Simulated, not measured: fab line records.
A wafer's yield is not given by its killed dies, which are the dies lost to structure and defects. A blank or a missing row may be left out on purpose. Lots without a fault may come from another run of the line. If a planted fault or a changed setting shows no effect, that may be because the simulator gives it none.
Chamber matching || flow nand-harc || NHARC_A_STAIRCASE_DESCUM_443 on rie-diel-04 has 4 sister chambers
The step chemistry O2, time 3 s. 14 wafers are shown with their chamber, then 7 later ones without.

WAFERS PAIRED WITH THEIR CHAMBERS
{"wafer": "L074.1", "chamber": 3, "showerhead-plenum-p-Torr (Torr)": 1.99, "oes-product-au (a.u.)": 0.992, "throttle-valve-pct (%)": 11.308}
{"wafer": "L074.2", "chamber": 2, "showerhead-plenum-p-Torr (Torr)": 1.82, "oes-product-au (a.u.)": 0.994, "throttle-valve-pct (%)": 11.296}
{"wafer": "L074.3", "chamber": 1, "showerhead-plenum-p-Torr (Torr)": 2.01, "oes-product-au (a.u.)": 1.009, "throttle-valve-pct (%)": 11.305}
{"wafer": "L075.1", "chamber": 0, "showerhead-plenum-p-Torr (Torr)": 1.93, "oes-product-au (a.u.)": 0.993, "throttle-valve-pct (%)": 11.315}
{"wafer": "L075.3", "chamber": 1, "showerhead-plenum-p-Torr (Torr)": 2.01, "oes-product-au (a.u.)": 1.009, "throttle-valve-pct (%)": 11.296}
{"wafer": "L075.5", "chamber": 3, "showerhead-plenum-p-Torr (Torr)": 1.99, "oes-product-au (a.u.)": 0.990, "throttle-valve-pct (%)": 11.311}
{"wafer": "L080.1", "chamber": 3, "showerhead-plenum-p-Torr (Torr)": 1.98, "oes-product-au (a.u.)": 0.991, "throttle-valve-pct (%)": 11.315}
{"wafer": "L080.5", "chamber": 2, "showerhead-plenum-p-Torr (Torr)": 1.81, "oes-product-au (a.u.)": 0.995, "throttle-valve-pct (%)": 11.306}
{"wafer": "L080.6", "chamber": 3, "showerhead-plenum-p-Torr (Torr)": 1.98, "oes-product-au (a.u.)": 0.986, "throttle-valve-pct (%)": 11.311}
{"wafer": "L085.1", "chamber": 0, "showerhead-plenum-p-Torr (Torr)": 1.92, "oes-product-au (a.u.)": 0.982, "throttle-valve-pct (%)": 11.327}
{"wafer": "L085.3", "chamber": 2, "showerhead-plenum-p-Torr (Torr)": 1.81, "oes-product-au (a.u.)": 1.000, "throttle-valve-pct (%)": 11.319}
{"wafer": "L085.6", "chamber": 3, "showerhead-plenum-p-Torr (Torr)": 1.98, "oes-product-au (a.u.)": 0.988, "throttle-valve-pct (%)": 11.329}
{"wafer": "L091.1", "chamber": 3, "showerhead-plenum-p-Torr (Torr)": 1.98, "oes-product-au (a.u.)": 0.998, "throttle-valve-pct (%)": 11.322}
{"wafer": "L091.4", "chamber": 2, "showerhead-plenum-p-Torr (Torr)": 1.81, "oes-product-au (a.u.)": 0.989, "throttle-valve-pct (%)": 11.302}

SIGNATURES, as means of the wafers listed above
{"reading": "showerhead-plenum-p-Torr", "chamber 0": 1.9250, "chamber 1": 2.0100, "chamber 2": 1.8125, "chamber 3": 1.9833, "scatter within a chamber": 0.00508}
{"reading": "oes-product-au", "chamber 0": 0.98750, "chamber 1": 1.00900, "chamber 2": 0.99450, "chamber 3": 0.99083, "scatter within a chamber": 0.00454}
{"reading": "throttle-valve-pct", "chamber 0": 11.32100, "chamber 1": 11.30050, "chamber 2": 11.30575, "chamber 3": 11.31600, "scatter within a chamber": 0.00847}
Rule: a wafer lies at a distance from a chamber equal to the root of the sum of squares, over the readings, of (its reading less the chamber's mean, divided by the reading's scatter). The wafer belongs to the nearest chamber; if the next one is less than 2 further off, it can't be placed. The scatter is the square root of a quotient: the sum, over the shown wafers, of each reading's squared deviation from its chamber's mean, divided by wafers minus chambers.

WAFERS WHOSE CHAMBER IS MISSING
{"wafer": "L091.5", "showerhead-plenum-p-Torr (Torr)": 2.00, "oes-product-au (a.u.)": 1.000, "throttle-valve-pct (%)": 11.308}
{"wafer": "L092.1", "showerhead-plenum-p-Torr (Torr)": 2.00, "oes-product-au (a.u.)": 0.993, "throttle-valve-pct (%)": 11.314}
{"wafer": "L092.3", "showerhead-plenum-p-Torr (Torr)": 1.98, "oes-product-au (a.u.)": 0.991, "throttle-valve-pct (%)": 11.325}
{"wafer": "L092.5", "showerhead-plenum-p-Torr (Torr)": 1.81, "oes-product-au (a.u.)": 1.002, "throttle-valve-pct (%)": 11.313}
{"wafer": "L095.2", "showerhead-plenum-p-Torr (Torr)": 2.00, "oes-product-au (a.u.)": 1.001, "throttle-valve-pct (%)": 11.307}
{"wafer": "L095.4", "showerhead-plenum-p-Torr (Torr)": 1.92, "oes-product-au (a.u.)": 0.984, "throttle-valve-pct (%)": 11.323}
{"wafer": "L095.6", "showerhead-plenum-p-Torr (Torr)": 1.80, "oes-product-au (a.u.)": 1.000, "throttle-valve-pct (%)": 11.320}

WHICH CHAMBER EACH ONE RAN IN
{"wafer": "L091.5", "from the rows above": "can't be placed: 1 or 3", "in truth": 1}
{"wafer": "L092.1", "from the rows above": "can't be placed: 3 or 1", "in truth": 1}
{"wafer": "L092.3", "from the rows above": 3, "in truth": 3}
{"wafer": "L092.5", "from the rows above": 2, "in truth": 2}
{"wafer": "L095.2", "from the rows above": "can't be placed: 1 or 3", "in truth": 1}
{"wafer": "L095.4", "from the rows above": 0, "in truth": 0}
{"wafer": "L095.6", "from the rows above": 2, "in truth": 2}
4 of 7 placed correctly. Can't be placed from these rows: 3 (the true chamber is among the candidates in 3). Number placed wrongly: 0.
